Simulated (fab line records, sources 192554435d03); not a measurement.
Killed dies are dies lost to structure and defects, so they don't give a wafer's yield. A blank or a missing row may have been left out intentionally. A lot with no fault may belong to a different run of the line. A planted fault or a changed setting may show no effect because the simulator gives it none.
fab line records	flow n5-finfet
record lots=4	wafers=12	last-day=17
route steps=1938 shown BEOL_M4@1099 BEOL_M5@1112 BEOL_M9@1401 PASSIVATION@1936
lots that met no fault: taken from a fault-free run of the same line
start-h: start of the lot's first displayed wafer, in hours after the record's first day	wait-h: hours from the lot's prior step to this one	" unchanged from the row above	L1.1+2: one row covering several wafers at once	- no value present, or no start provided	* or withheld: withheld	< > ~ a bound
route shown NAME@n: names a module that has steps shown in the file, with the first one's number in the route	usual: mean/standard deviation of fault-free wafers	same: alike in all rows	chamber/n: place in a boat	sites: readings site by site	_std_site: their standard deviation	_edge_site: outer sites' mean less inner sites'	radius-mm: how far each site lies from the wafer's centre	mask NAME#n: copy n	behind: the last tool/chamber to shape the wafer	hold: why the lot was held/for how many hours/how that ended	device: the n, p or np transistor that did not switch	end of line: tests run on the same wafers once the route is complete	step lacking rows: just its recipe	killed: count of dies lost to structure and defects at first sort (not the wafer's yield)	map: a wafer's dies, x killed, . not, _ none there
set.NAME: the run value of the setting; set.NAME@STEP: its run value at that earlier step	model.NAME: the simulator's own value behind a step, which no gauge read
lots at selected steps of the route; one table per step, one row per wafer
services: a tool's chamber out of use, with start hour (start-h, from the record's first day; less than 0 if before it), hours out, and reason
## steps
# step N5_BEOL_M4_ANNEAL_95
# recipe temp-c=400	time-s=240	ambient=vacuum
# step N5_BEOL_M4_SPUTTER_96
# recipe material=Cu	target-thk-a=45	temp-c=-20	chamber-pressure-pa=0.07	power-w=withheld	time-s=8.29
# step N5_BEOL_M4_ECD_50
# recipe material=Cu	target-thk-a=3000
# step N5_BEOL_M4_ANNEAL_51
# recipe temp-c=225	time-s=90	ambient=N2
# step N5_BEOL_M4_CMP_52
# recipe stop-on=SiOC	t-overpolish-s=6.8	down-force-psi=1	platen-rpm=50	clearing-platen-down-force-psi=1.5	clearing-platen-rpm=50	post-cmp-clean=cu-alkaline	target-thk-nm=40	clearing-platen-pad-velocity-m-s=0.99484	pad-velocity-m-s=0.99484
# step N5_BEOL_M4_PRE_CLEAN_60
# recipe gas=NH3/H2	time-s=15	temp-c=*	rf-power-w=300
# step N5_BEOL_M4_CO_CAP_55
# recipe material=Co	target-thk-a=20	temp-c=200	precursor=CCTBA/H2	pressure-torr=30	time-s=102.1
# step N5_BEOL_M4_PRE_CLEAN_56
# recipe gas=NH3	time-s=15	temp-c=withheld	rf-power-w=300
# step N5_BEOL_M4_DEP_57
# recipe material=SiCN	target-thk-a=80	temp-c=withheld	precursor=3MS/NH3	pressure-torr=3	rf-w=202	time-s=14
# step N5_BEOL_M4_RC_MEAS_101
# usual DIBL_N=36.3/1.6	DIBL_P=36.5/1.6	IOFF_N=0.163/0.026	IOFF_P=0.22/0.033	ION_N=676/9.9	ION_P=464/6.5	SS_N=71.5/0.5	SS_P=73.3/0.64	VT_N=249.3/2.9	VT_P=-250/3.2
lot.wafer	tool	chamber	start-h	wait-h	DIBL_N[mV/V]	DIBL_P[mV/V]	IOFF_N[nA/um]	IOFF_P[nA/um]	ION_N[uA/um]	ION_P[uA/um]	SS_N[mV/dec]	SS_P[mV/dec]	VT_N[mV]	VT_P[mV]
L590.2	prober-01	0	200.31	0.2	35.0	36.0	0.166	0.20	675	458	71.8	73.5	250.1	-250
L590.3	"	0	"	"	34.6	35.3	0.157	0.18	672	459	72.0	73.3	249.7	-251
L590.4	"	0	"	"	35.8	37.9	0.195	0.22	692	466	72.3	73.9	245.3	-250
L602.3	prober-02	0	266.63	0.3	36.2	35.8	0.147	0.18	660	450	71.4	73.0	255.2	-252
L602.5	"	0	"	"	34.4	35.1	0.127	0.17	656	454	71.1	72.7	252.9	-258
L602.6	"	0	"	"	34.6	35.0	0.136	0.17	671	461	71.1	72.8	249.9	-255
L601.3	prober-02	0	271.06	0.3	38.8	38.6	0.221	0.25	688	465	72.2	73.3	246.4	-249
L601.4	"	0	"	"	36.6	36.2	0.177	0.21	673	457	72.2	73.1	248.0	-252
L601.5	"	0	"	"	37.1	36.6	0.181	0.21	685	461	71.1	73.8	247.4	-251
L604.2	prober-01	0	287.39	0.2	38.8	38.5	0.192	0.26	680	466	71.7	73.6	248.1	-248
L604.3	"	0	"	"	38.7	38.9	0.184	0.25	670	465	72.1	73.6	247.4	-249
L604.5	"	0	"	"	38.1	38.0	0.178	0.23	683	469	71.0	74.0	248.4	-249
# step N5_BEOL_M5_ILD_DEP_00
# recipe material=SiCOH_lowk	target-thk-a=1406.4	temp-c=300	precursor=DEMS/porogen	pressure-torr=5	rf-w=500	time-s=25.9
# step N5_BEOL_M5_CURE_79
# recipe temp-c=385	time-s=240	ambient=He/Ar	material=SiCOH_lowk
# step N5_BEOL_M5_PECVD_70
# recipe material=SiO2	target-thk-a=160	temp-c=400	precursor=TEOS/O2	pressure-torr=5.5	rf-w=450	teos-flow-sccm=53.8	gas=O2	flow-sccm=3000	time-s=18
# step N5_BEOL_M5_HM_DEP_02
# recipe material=TiN	target-thk-a=200	temp-c=25	chamber-pressure-pa=0.49996
# step N5_BEOL_M5_COAT_59
# recipe resist=SOC	temp-c=250	time-s=60	spin-rpm=1500	resist-thk-nm=60
# step N5_BEOL_M5_COAT_60
# recipe resist=SiARC	temp-c=220	time-s=60	spin-rpm=1500	resist-thk-nm=12
# step N5_BEOL_M5_COAT_71
# recipe resist=underlayer	temp-c=205	time-s=60	spin-rpm=1500	resist-thk-nm=5
# step N5_BEOL_M5_COAT_05
# recipe resist=CAR-EUV	spin-rpm=1500	resist-thk-nm=30
# step N5_BEOL_M5_EBR_07
# recipe solvent=PGMEA	ebr-width-mm=1.5
# step N5_BEOL_M5_SOFTBAKE_06
# recipe temp-c=110	time-s=60	resist=CAR-EUV
# step N5_BEOL_M5_EXPOSE_08
# recipe mask-id=M5	na=0.33	source-shape=annular	sigma-inner=0.4	sigma-outer=0.8	polarization=unpolarized	target-cd-nm=28	dose-mj=35.75
# step N5_BEOL_M5_PEB_09
# recipe peb-temp-c=100	peb-time-s=60	resist=CAR-EUV
# step N5_BEOL_M5_DEVELOP_10
# recipe develop-time-s=30	developer=TMAH	resist=CAR-EUV	rinse-liquid=surfactant-rinse	dry=air-spin	dev-temp-c=23
# step N5_BEOL_M5_DESCUM_16
# recipe chemistry=O2	time-s=7	source-power-w=50	bias-power-w=20	pressure-mtorr=20	rf-frequency-hz=2.712e+07	temp-c=40	resist=CAR-EUV	o2-flow-sccm=225
# step N5_BEOL_M5_ETCH_72
# recipe chemistry=N2/H2	target=underlayer	target-depth-a=65	mask-material=CAR-EUV	time-s=5.2	ion-energy-ev=200	pressure-mtorr=30	source-w=840	bias-w=150	n2-flow-sccm=200	h2-flow-sccm=200	ends=cleared
# step N5_BEOL_M5_ETCH_61
# recipe chemistry=CF4	target=SiARC	target-depth-a=156	mask-material=CAR-EUV	time-s=26	ion-energy-ev=80	pressure-mtorr=40	source-w=545	bias-w=36	Ar_flow_sccm=100	cf4-flow-sccm=100	ends=cleared
# step N5_BEOL_M5_ETCH_62
# recipe chemistry=N2/H2	target=SOC	target-depth-a=750	overetch-a=150	mask-material=SiARC	temp-c=40	time-s=112.5	ion-energy-ev=200	pressure-mtorr=30	source-w=840	bias-w=150	n2-flow-sccm=200	h2-flow-sccm=200
# step N5_BEOL_M5_STRIP_63
# recipe chemistry=N2/H2	temp-c=40	n2-flow-sccm=200	h2-flow-sccm=200	rf-frequency-hz=6e+07
# step N5_BEOL_M5_STRIP_73
# recipe chemistry=N2/H2	temp-c=40	n2-flow-sccm=200	h2-flow-sccm=200	rf-frequency-hz=6e+07
# step N5_BEOL_M5_STRIP_64
# recipe chemistry=CF4	resist=SiARC	power-w=300	bias-power-w=75	pressure-mtorr=50	cf4-flow-sccm=150	rf-frequency-hz=6e+07
# step N5_BEOL_M5_HM_OPEN_17
# recipe chemistry=Cl2/BCl3	target-depth-a=200	overetch-a=60	target=TiN	mask-material=SOC	ion-energy-ev=150	pressure-mtorr=10	icp-w=1000	bias-w=126	Cl2_flow_sccm=53.25	bcl3-flow-sccm=21.75	Ar_flow_sccm=25
# step N5_BEOL_M5_STRIP_19
# recipe chemistry=O2	power-w=400	temp-c=40	pressure-mtorr=30	rf-frequency-hz=6e+07	bias-power-w=0	overash-fraction=0.2	o2-flow-sccm=225
# step N5_BEOL_M5_COAT_65
# recipe resist=SOC	temp-c=250	time-s=60	spin-rpm=1500	resist-thk-nm=60
# step N5_BEOL_M5_COAT_66
# recipe resist=SiARC	temp-c=220	time-s=60	spin-rpm=1500	resist-thk-nm=12
# step N5_BEOL_M9_ILD_DEP_00
# recipe material=SiCOH_lowk	target-thk-a=3085.1	temp-c=300	precursor=DEMS/porogen	pressure-torr=5	rf-w=500	time-s=58
# usual chamber-pressure-Torr=5.001/0.012	heater-power-w=322/54	run-length-s=100.6/0.49	showerhead-plenum-p-Torr=5.736/0.013	showerhead-vpp-V=1391/91	throttle-valve-pct=14.1/0.91
lot.wafer	tool	chamber	start-h	wait-h	chamber-pressure-Torr	heater-power-w	run-length-s	showerhead-plenum-p-Torr	showerhead-vpp-V	since-wet-clean-h	throttle-valve-pct	model.SiCOH_lowk_of_BEOL_M9_ILD_DEP_00.thk-nm
L590.2	pecvd-01	2	237.77	0.0	4.996	463	100.7	5.731	1483	358	13.5	302.6
L590.3	"	1	"	"	4.992	292	100.4	5.746	1314	1848	14.0	304.2
L590.4	"	0	"	"	5.010	310	100.2	5.740	1264	-	13.8	308.8
L602.3	pecvd-01	1	305.78	0.0	5.007	315	100.2	5.746	1340	1916	14.1	309.4
L602.5	"	0	"	"	5.008	307	119.0	5.737	1254	-	13.3	405.4
L602.6	"	2	"	"	5.010	461	101.1	5.727	1469	-	13.6	310.2
L601.3	pecvd-01	0	313.56	0.0	4.988	311	118.6	5.732	1262	1199	13.5	398.4
L601.4	"	2	"	"	5.006	466	100.3	5.740	1464	-	13.4	308
L601.5	"	0	"	"	5.008	313	118.9	5.740	1243	-	13.3	404.2
L604.2	pecvd-04	1	329.67	0.0	4.997	364	100.5	5.755	1494	2121	13.2	309.8
L604.3	"	0	"	"	4.984	310	100.8	5.735	1438	1396	15.6	307.2
L604.5	"	1	"	"	4.994	383	100.8	5.748	1507	-	13.5	312.8
# step N5_BEOL_M9_THK_MEAS_01
# recipe reads=SiCOH_lowk_of_BEOL_M9_ILD_DEP_00
# usual M9_ILD_THK=267/3.4
lot.wafer	tool	chamber	start-h	wait-h	M9_ILD_THK[nm]
L590.2	film-metro-01	-	238.36	0.4	263
L590.3	"	-	"	"	264
L590.4	"	-	"	"	268
L602.3	film-metro-02	-	306.57	0.3	269
L602.5	"	-	"	"	354
L602.6	"	-	"	"	270
L601.3	film-metro-01	-	314.15	0.3	348
L601.4	"	-	"	"	267
L601.5	"	-	"	"	353
L604.2	film-metro-01	-	330.26	0.4	269
L604.3	"	-	"	"	267
L604.5	"	-	"	"	272
# step N5_BEOL_M9_CMP_52
# recipe stop-on=SiCOH_lowk	t-overpolish-s=7	down-force-psi=1	platen-rpm=50	clearing-platen-down-force-psi=1.5	clearing-platen-rpm=50	post-cmp-clean=cu-alkaline	target-thk-nm=140	clearing-platen-pad-velocity-m-s=0.99484	pad-velocity-m-s=0.99484
# usual clearing-platen-down-force-psi=1.500/0.0033	edge-zone-pressure-frac=0.999/0.0051	motor-current-A=5.9/0.63
lot.wafer	tool	chamber	start-h	wait-h	clearing-platen-down-force-psi	edge-zone-pressure-frac	motor-current-A	model.SiCOH_lowk_of_BEOL_M9_ILD_DEP_00.thk-nm
L590.2	cmp-03	1	244.28	0.2	1.497	1.000	5.8	259.8
L590.3	"	2	"	"	1.496	0.992	6.4	261.2
L590.4	"	3	"	"	1.498	1.002	7.6	265.2
L602.3	cmp-03	0	313.08	0.2	1.499	0.995	5.7	265.8
L602.6	"	2	"	"	1.501	1.003	6.5	266.4
L602.5	"	3	"	"	1.504	0.994	7.6	351
L601.3	cmp-02	2	323.81	0.2	1.497	1.008	5.2	344.8
L601.4	"	3	"	"	1.499	1.006	5.7	264.4
L601.5	"	1	"	"	1.497	0.995	6.4	350
L604.2	cmp-02	2	338.01	0.3	1.503	0.994	5.4	266.2
L604.3	"	3	"	"	1.501	0.990	6.0	263.8
L604.5	"	1	"	"	1.497	0.994	6.5	268.8
# step N5_PASSIVATION_PROBE_49
# usual defect-limited-yield=91.2/1.5	killed_at_M0_to_M3=32/9.6	killed_at_M4_up=13/5.3	killed-at-contacts=13/6.7	killed-at-front-end=42/11	killed-at-other=3.8/2.9	killed-dies=103/17	killed-on-rim=14/4.4	killed-open=67/13	killed-short=35/7.9	sort_bin_5_function=5.2/0.94	sort_bin_6_memory=3.3/0.64	sort-n-pass=1077/17	sort-yield-pct=91.2/1.5
# same gross-dies=1180	killed-at-back-side=0	sort_bin_4_leakage[%]=0	sort_bin_8_speed[%]=0
lot.wafer	tool	chamber	start-h	wait-h	defect-limited-yield[%]	killed_at_M0_to_M3	killed_at_M4_up	killed-at-contacts	killed-at-front-end	killed-at-other	killed-dies	killed-on-rim	killed-open	killed-short	sort_bin_5_function[%]	sort_bin_6_memory[%]	sort-n-pass	sort-yield-pct[%]
L590.2	prober-02	-	300.10	0.1	91.0	33	14	24	30	5	106	15	80	23	5.1	3.2	1074	91.0
L590.3	prober-02	-	300.15	0.1	92.5	27	6	27	25	3	88	11	59	21	4.0	2.5	1092	92.5
L590.4	prober-02	-	300.20	0.2	92.6	29	8	21	27	2	87	12	61	26	4.7	2.5	1093	92.6
L602.5	prober-02	-	369.20	0.2	0	22	1112	4	38	4	1180	152	54	20	97.4	2.5	0	0
L601.3	prober-01	-	378.47	0.1	0	22	1087	4	58	9	1180	152	63	38	96.9	2.5	0	0
L601.5	prober-01	-	378.57	0.2	0	40	1079	9	41	11	1180	152	83	35	95.8	3.9	0	0
# killed by level:class
L590.2 MOL_CONTACT_COAG:geometric-particle:open=18 FIN_SAQP:geometric-particle:open=15 BEOL_M3:geometric-particle:open=13 BEOL_M0_SAQP:geometric-particle:open=7 BEOL_M4:geometric-particle:open=7 MOL_CONTACT_COAG:geometric-particle:short=6 STI_FIN_REVEAL:geometric-particle:open=4 BEOL_M0_SAQP:geometric-particle:short=4
L590.3 MOL_CONTACT_COAG:geometric-particle:open=23 STI_FIN_REVEAL:geometric-particle:open=8 HKMG_FIN:area-etch=7 BEOL_M0_SAQP:geometric-particle:open=6 BEOL_M2:geometric-particle:open=5 DUMMY_GATE:geometric-particle:open=4 MOL_CONTACT_COAG:geometric-particle:short=4 BEOL_M0_SAQP:geometric-particle:short=4
L590.4 MOL_CONTACT_COAG:geometric-particle:open=16 BEOL_M2:geometric-particle:open=9 STI_FIN_REVEAL:geometric-particle:open=7 GATE_CUT:geometric-particle:short=7 BEOL_M0_SAQP:geometric-particle:open=7 MOL_CONTACT_COAG:geometric-particle:short=5 BEOL_M3:geometric-particle:open=5 STARTING-WAFER:geometric-particle:open=4
L602.5 BEOL_M9:area-etch=1106 FIN_SAQP:geometric-particle:open=9 STI_FIN_REVEAL:geometric-particle:open=5 DUMMY_GATE:geometric-particle:open=5 BEOL_M1:geometric-particle:open=5 FIN_SAQP:geometric-particle:short=4 MOL_CONTACT_COAG:geometric-particle:open=4 BEOL_M0_SAQP:geometric-particle:open=4
L601.3 BEOL_M9:area-etch=1079 FIN_SAQP:geometric-particle:open=13 STI_FIN_REVEAL:geometric-particle:open=13 GATE_CUT:geometric-particle:open=10 FIN_SAQP:geometric-particle:short=9 BEOL_M1:geometric-particle:open=7 GATE_CUT:geometric-particle:short=4 MOL_CONTACT_COAG:geometric-particle:open=4
L601.5 BEOL_M9:area-etch=1062 STI_FIN_REVEAL:geometric-particle:open=12 FIN_SAQP:geometric-particle:open=10 BEOL_M2:geometric-particle:open=10 BEOL_M1:geometric-particle:open=9 MOL_CONTACT_COAG:geometric-particle:open=6 BEOL_M3:geometric-particle:open=6 PAD_METAL:geometric-particle:open=5
# map L601.3 (x killed, . not)
_________________xxxxxxxxxxxx________________
______________xxxxxxxxxxxxxxxxxx_____________
___________xxxxxxxxxxxxxxxxxxxxxxxx__________
__________xxxxxxxxxxxxxxxxxxxxxxxxxx_________
________xxxxxxxxxxxxxxxxxxxxxxxxxxxxxx_______
_______xxxxxxxxxxxxxxxxxxxxxxxxxxxxxxxx______
______xxxxxxxxxxxxxxxxxxxxxxxxxxxxxxxxxx_____
_____xxxxxxxxxxxxxxxxxxxxxxxxxxxxxxxxxxxx____
____xxxxxxxxxxxxxxxxxxxxxxxxxxxxxxxxxxxxxx___
___xxxxxxxxxxxxxxxxxxxxxxxxxxxxxxxxxxxxxxxx__
___xxxxxxxxxxxxxxxxxxxxxxxxxxxxxxxxxxxxxxxx__
__xxxxxxxxxxxxxxxxxxxxxxxxxxxxxxxxxxxxxxxxxx_
__xxxxxxxxxxxxxxxxxxxxxxxxxxxxxxxxxxxxxxxxxx_
_xxxxxxxxxxxxxxxxxxxxxxxxxxxxxxxxxxxxxxxxxxxx
_xxxxxxxxxxxxxxxxxxxxxxxxxxxxxxxxxxxxxxxxxxxx
_xxxxxxxxxxxxxxxxxxxxxxxxxxxxxxxxxxxxxxxxxxxx
_xxxxxxxxxxxxxxxxxxxxxxxxxxxxxxxxxxxxxxxxxxxx
_xxxxxxxxxxxxxxxxxxxxxxxxxxxxxxxxxxxxxxxxxxxx
_xxxxxxxxxxxxxxxxxxxxxxxxxxxxxxxxxxxxxxxxxxxx
_xxxxxxxxxxxxxxxxxxxxxxxxxxxxxxxxxxxxxxxxxxxx
_xxxxxxxxxxxxxxxxxxxxxxxxxxxxxxxxxxxxxxxxxxxx
__xxxxxxxxxxxxxxxxxxxxxxxxxxxxxxxxxxxxxxxxxx_
__xxxxxxxxxxxxxxxxxxxxxxxxxxxxxxxxxxxxxxxxxx_
___xxxxxxxxxxxxxxxxxxxxxxxxxxxxxxxxxxxxxxxx__
___xxxxxxxxxxxxxxxxxxxxxxxxxxxxxxxxxxxxxxxx__
____xxxxxxxxxxxxxxxxxxxxxxxxxxxxxxxxxxxxxx___
_____xxxxxxxxxxxxxxxxxxxxxxxxxxxxxxxxxxxx____
______xxxxxxxxxxxxxxxxxxxxxxxxxxxxxxxxxx_____
_______xxxxxxxxxxxxxxxxxxxxxxxxxxxxxxxx______
________xxxxxxxxxxxxxxxxxxxxxxxxxxxxxx_______
__________xxxxxxxxxxxxxxxxxxxxxxxxxx_________
___________xxxxxxxxxxxxxxxxxxxxxxxx__________
______________xxxxxxxxxxxxxxxxxx_____________
_________________xxxxxxxxxxxx________________
# map L602.5 (x killed, . not)
_________________xxxxxxxxxxxx________________
______________xxxxxxxxxxxxxxxxxx_____________
___________xxxxxxxxxxxxxxxxxxxxxxxx__________
__________xxxxxxxxxxxxxxxxxxxxxxxxxx_________
________xxxxxxxxxxxxxxxxxxxxxxxxxxxxxx_______
_______xxxxxxxxxxxxxxxxxxxxxxxxxxxxxxxx______
______xxxxxxxxxxxxxxxxxxxxxxxxxxxxxxxxxx_____
_____xxxxxxxxxxxxxxxxxxxxxxxxxxxxxxxxxxxx____
____xxxxxxxxxxxxxxxxxxxxxxxxxxxxxxxxxxxxxx___
___xxxxxxxxxxxxxxxxxxxxxxxxxxxxxxxxxxxxxxxx__
___xxxxxxxxxxxxxxxxxxxxxxxxxxxxxxxxxxxxxxxx__
__xxxxxxxxxxxxxxxxxxxxxxxxxxxxxxxxxxxxxxxxxx_
__xxxxxxxxxxxxxxxxxxxxxxxxxxxxxxxxxxxxxxxxxx_
_xxxxxxxxxxxxxxxxxxxxxxxxxxxxxxxxxxxxxxxxxxxx
_xxxxxxxxxxxxxxxxxxxxxxxxxxxxxxxxxxxxxxxxxxxx
_xxxxxxxxxxxxxxxxxxxxxxxxxxxxxxxxxxxxxxxxxxxx
_xxxxxxxxxxxxxxxxxxxxxxxxxxxxxxxxxxxxxxxxxxxx
_xxxxxxxxxxxxxxxxxxxxxxxxxxxxxxxxxxxxxxxxxxxx
_xxxxxxxxxxxxxxxxxxxxxxxxxxxxxxxxxxxxxxxxxxxx
_xxxxxxxxxxxxxxxxxxxxxxxxxxxxxxxxxxxxxxxxxxxx
_xxxxxxxxxxxxxxxxxxxxxxxxxxxxxxxxxxxxxxxxxxxx
__xxxxxxxxxxxxxxxxxxxxxxxxxxxxxxxxxxxxxxxxxx_
__xxxxxxxxxxxxxxxxxxxxxxxxxxxxxxxxxxxxxxxxxx_
___xxxxxxxxxxxxxxxxxxxxxxxxxxxxxxxxxxxxxxxx__
___xxxxxxxxxxxxxxxxxxxxxxxxxxxxxxxxxxxxxxxx__
____xxxxxxxxxxxxxxxxxxxxxxxxxxxxxxxxxxxxxx___
_____xxxxxxxxxxxxxxxxxxxxxxxxxxxxxxxxxxxx____
______xxxxxxxxxxxxxxxxxxxxxxxxxxxxxxxxxx_____
_______xxxxxxxxxxxxxxxxxxxxxxxxxxxxxxxx______
________xxxxxxxxxxxxxxxxxxxxxxxxxxxxxx_______
__________xxxxxxxxxxxxxxxxxxxxxxxxxx_________
___________xxxxxxxxxxxxxxxxxxxxxxxx__________
______________xxxxxxxxxxxxxxxxxx_____________
_________________xxxxxxxxxxxx________________
## services
tool	chamber	start-h	hours	kind
pecvd-04	0	228.16	5.5	scheduled-down
cmp-03	-	243.11	0.5	repair
cmp-02	-	247.15	4.0	pm
cmp-02	-	251.15	-	consumable-replace:conditioner
cmp-02	-	251.15	-	consumable-replace:pad
cmp-02	-	256.86	1.4	repair
pecvd-04	-	300.67	1.8	repair
pecvd-01	0	320.20	12.9	repair
cmp-02	-	326.83	0.7	repair
## key
first-sign step=N5_BEOL_M9_ILD_DEP_00	reading=run-length-s	direction=up	sigmas=37	usual=*	struck=*
effect step=N5_BEOL_M9_THK_MEAS_01	reading=M9_ILD_THK	direction=up	sigmas=25	usual=267	struck=352
effect step=N5_PASSIVATION_PROBE_49	reading=killed_at_M4_up	direction=up	sigmas=99+	usual=13	struck=1093
model-effect step=N5_BEOL_M9_ILD_DEP_00	value=SiCOH_lowk_of_BEOL_M9_ILD_DEP_00.thk-nm	without=306.7	struck=402.7
model-effect step=N5_BEOL_M9_CMP_52	value=SiCOH_lowk_of_BEOL_M9_ILD_DEP_00.thk-nm	without=263.3	struck=348.6
more-kills-born-at N5_BEOL_M9_ETCH_41@rie-diel-02=2141	N5_BEOL_M9_ETCH_41@rie-diel-05=1106
met-at N5_BEOL_M9_ILD_DEP_00
struck-wafers L601.3,L601.5,L602.5
later-rows-left-out L601.3,L601.5,L602.5
onset-between 237.77 305.78
fault kind=process-parameter-drift	tool=pecvd-01	chamber=0	onset-h=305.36	steps=N5_BEOL_M9_ILD_DEP_00	channel=time-s	offset=*	shape=step	end-h=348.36	acts-in=*	stated=*
# later-rows-left-out: the simulator's readings of these wafers behind a module that went badly wrong aren't trusted and aren't shown, but for the sort
